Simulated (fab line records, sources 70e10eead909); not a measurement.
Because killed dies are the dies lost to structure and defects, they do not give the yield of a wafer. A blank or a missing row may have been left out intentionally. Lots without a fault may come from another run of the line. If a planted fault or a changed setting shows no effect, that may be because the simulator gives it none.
Matching of chambers -- flow nand harc -- 4 sister chambers for NHARC_A_M1_STRIP_18 on rie diel-03
The step strips in N2/H2. 4 wafers are shown with their chamber, then 7 later ones without.

## WAFERS WITH THEIR CHAMBER
wafer,chamber,drypump motor current A (A)
L082.5,1,6.2
L085.2,0,6.2
L090.1,3,6.3
L090.5,2,5.3

## WAFERS WHOSE CHAMBER IS MISSING
wafer,drypump motor current A (A)
L090.6,6.2
L094.2,5.3
L094.3,6.2
L094.6,6.2
L092.1,5.2
L092.2,6.2
L092.4,6.2

## WHICH CHAMBER EACH WENT THROUGH
wafer,from the rows above,in truth
L090.6,can't be placed: 0 or 1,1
L094.2,2,2
L094.3,can't be placed: 0 or 1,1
L094.6,can't be placed: 0 or 1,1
L092.1,2,2
L092.2,can't be placed: 0 or 1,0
L092.4,can't be placed: 0 or 1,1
2 of 7 placed correctly. Unplaceable from these rows: 5, with the true chamber sitting among the candidates in 5. Wrongly placed: 0.
How it was worked out, from the rows above alone: a wafer's distance from a chamber is the root of the sum, over the readings, of the square of ((its reading less the chamber's mean) divided by the reading's scatter). The wafer belongs to the nearest chamber; if the next one is less than 2 further off, it can't be placed. Each chamber's mean is taken over the wafers shown for it. The scatter: with one shown wafer a chamber, the root of the mean of the squares of how far each hidden wafer lies from its nearest shown one.
